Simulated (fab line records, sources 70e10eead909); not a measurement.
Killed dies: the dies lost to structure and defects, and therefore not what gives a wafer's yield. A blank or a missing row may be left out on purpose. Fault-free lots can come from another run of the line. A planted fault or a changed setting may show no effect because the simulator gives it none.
Struck lot and sound lot, side by side || flow nandHarc || 14 out of 1159 route steps
Sound: wafers L500.1, L500.2, L500.4. Struck: wafer L499.6 (L499.1, L499.5, from the same lot, were not struck and are left out); the cause is given at the end.
At each step with rows: each side's tool, then ch and its chambers, then its first start. Under that, the readings that differ: sound wafers || struck wafers || difference of the means || sigmas: that difference in standard deviations of wafers without a fault.
alike: readings with means less than 2 such deviations apart, plus words and numbers identical on both sides. not compared: withheld readings, readings lacking a value on some wafer, bounds such as >300 that could conceal the same value, and numbers that have no deviation in the record and whose values overlap.
A row with sigmas, a row that says differs or no value, or rows on one side alone: a step with any of these is where the two part. Numbers that have no deviation but don't overlap get no sigmas and don't part them. A reading missing from all wafers of one side parts the sides only when that side holds two or more wafers.

first, 6 steps without rows for these wafers: NHARC_A_STAIRCASE_SOFTBAKE_212 (time 170 s); NHARC_A_STAIRCASE_EBR_213; NHARC_A_STAIRCASE_EXPOSE_214 (exposes mask STAIR 3); NHARC_A_STAIRCASE_PEB_215 (peb time 130 s); NHARC_A_STAIRCASE_DEVELOP_216 (time 140 s); NHARC_A_STAIRCASE_HARDBAKE_218 (time 140 s).
NHARC_A_STAIRCASE_DESCUM_219: chemistry O2, time 3 s.
  sound on rieDiel-09 ch 0,1,3, day 14 17:19; struck on rieDiel-08 ch 3, day 14 16:23
  alike: drypumpMotorCurrentA, oesProductAu, rfVppV, showerheadPlenumPTorr, throttleValvePct
  not compared: rfHoursCounterH
then, 1 step without rows for these wafers: NHARC_A_STAIRCASE_TRIM_220 (chemistry O2, time 211.2 s).
NHARC_A_STAIRCASE_ETCH_221: etches the open film in C4F8/O2, target depth 100 nm, time 40.5 s.
  sound: rieDiel-09 ch 0,3; struck: rieDiel-08 ch 3
  alike: oesProductAu, rfVppV
  not compared: rfHoursCounterH
NHARC_A_STAIRCASE_TRIM_222: chemistry O2, time 211.2 s.
  sound: rieDiel-09 ch 0,3; struck: rieDiel-08 ch 1
{"reading": "showerheadPlenumPTorr (Torr)", "sound": "3.52 3.79 3.79", "struck": 3.31, "difference": -0.39, "sigmas": -2}
  alike: drypumpMotorCurrentA, oesProductAu, rfVppV, runLengthS, throttleValvePct
  not compared: rfHoursCounterH
NHARC_A_STAIRCASE_ETCH_223: etches the open film in C4F8/O2, target depth 100 nm, time 40.5 s.
  sound: rieDiel-09 ch 1,3; struck: rieDiel-08 ch 3
  alike: oesProductAu, rfVppV
  not compared: rfHoursCounterH
NHARC_A_STAIRCASE_TRIM_224: chemistry O2, time 211.2 s.
  sound on rieDiel-09 ch 0,1, day 14 17:56; struck on rieDiel-08 ch 0, day 14 16:56
{"reading": "drypumpMotorCurrentA (A)", "sound": "4.9 5.1 4.9", "struck": 6.2, "difference": "+1.2", "sigmas": "+2"}
{"reading": "runLengthS (s)", "sound": "232.6 232.5 232.7", "struck": 169.8, "difference": -62.8, "sigmas": "-99 or more"}
{"reading": "throttleValvePct (%)", "sound": "17.030 17.035 17.041", "struck": 17.016, "difference": -0.019, "sigmas": -2}
  alike: oesProductAu, rfVppV, showerheadPlenumPTorr
  not compared: rfHoursCounterH
NHARC_A_STAIRCASE_ETCH_225: etches the open film in C4F8/O2, target depth 100 nm, time 40.5 s.
  sound: rieDiel-09 ch 0,1,3; struck: rieDiel-08 ch 2
  alike: oesProductAu, rfVppV
  not compared: rfHoursCounterH
-- break in the record here, with 9 days between the starts of the struck wafers on either side (left off in module A_STAIRCASE, picked up again in module END, where the first step shown is number 1159 on the route) --
NHARC_END_SORT_01:
  the record has rows for the struck wafers here (prober-01 ch 0, day 23 16:41) and none for the sound ones

== WHERE THEY PART ==
At NHARC_A_STAIRCASE_TRIM_222 first; at NHARC_END_SORT_01 last (within this record only).

WHY: the cause the simulator had injected
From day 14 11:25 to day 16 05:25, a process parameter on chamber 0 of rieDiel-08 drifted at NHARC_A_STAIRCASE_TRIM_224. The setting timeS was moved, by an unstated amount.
